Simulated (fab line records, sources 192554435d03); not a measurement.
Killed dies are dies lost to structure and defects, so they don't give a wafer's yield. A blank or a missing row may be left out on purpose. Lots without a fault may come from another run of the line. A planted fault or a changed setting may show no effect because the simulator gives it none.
One fault seen from 2 desks | flow n5_finfet | each desk has only its own numbers; what lay behind them comes last

THE DEFECT DESK
What the inspections along the route counted, lot by lot: means of the sampled wafers that have a number. A lot is out of limits, marked OUT, if its mean lies more than 4 standard deviations from the usual mean; the brackets give that distance.
Columns: A = raw_defect_count at N5_BEOL_M13_INSPECT_12, usual 2.0
lot  | first seen here | A
L269 | day 11 07:27    | 0.3
L268 | day 11 08:28    | 2.0
L267 | day 11 15:13    | 3.0
L270 | day 11 18:38    | 3.3
L275 | day 12 23:35    | 1.3
L277 | day 13 08:40    | 3.0
L280 | day 14 05:09    | 2.7
L278 | day 14 10:18    | 0.7
L276 | day 14 12:44    | 1.7
L287 | day 16 04:35    | 2.3
This desk's finding: nothing out of limits on any of the 10 lots.

THE METROLOGY DESK
What the gauges read, lot by lot, whatever tool the lot ran on: means of the sampled wafers that have a number. A lot is out of limits, marked OUT, if its mean lies more than 4 standard deviations from the usual mean; the brackets give that distance.
Columns: A = M13_OVL at N5_BEOL_M13_OVL_MEAS_29, usual 1 nm
lot  | first seen here | A
L269 | day 11 08:22    | 1
L268 | day 11 09:34    | -1
L267 | day 11 16:08    | 2
L270 | day 11 19:34    | 3
L275 | day 13 01:34    | 41 (+8.7) OUT
L277 | day 13 09:35    | 33 (+7.0) OUT
L280 | day 14 06:12    | 2
L278 | day 14 11:49    | -3
L276 | day 14 13:47    | 25 (+5.3) OUT
L287 | day 16 06:37    | 8
This desk's finding: out of limits on L275, L276, L277; first on L275, day 13 01:34 (M13_OVL at N5_BEOL_M13_OVL_MEAS_29). In limits: L269, L268, L267, L270, L280, L278, L287.

PUT TOGETHER
The metrology desk could have raised an alarm at day 13 01:34, on L275, L276, L277.
The defect desk saw nothing out of limits.
The defect desk has L275, L276, L277 on record, within its limits.
Of the lots named, all ran N5_BEOL_M13_EXPOSE_25 on krf_scanner-02.

WHAT THE SIMULATOR HAD PUT IN
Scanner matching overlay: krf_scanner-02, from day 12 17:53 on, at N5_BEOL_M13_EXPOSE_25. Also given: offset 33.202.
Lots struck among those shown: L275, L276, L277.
Hours from the fault's start to each desk's first reading out of limits: the metrology desk, 8.
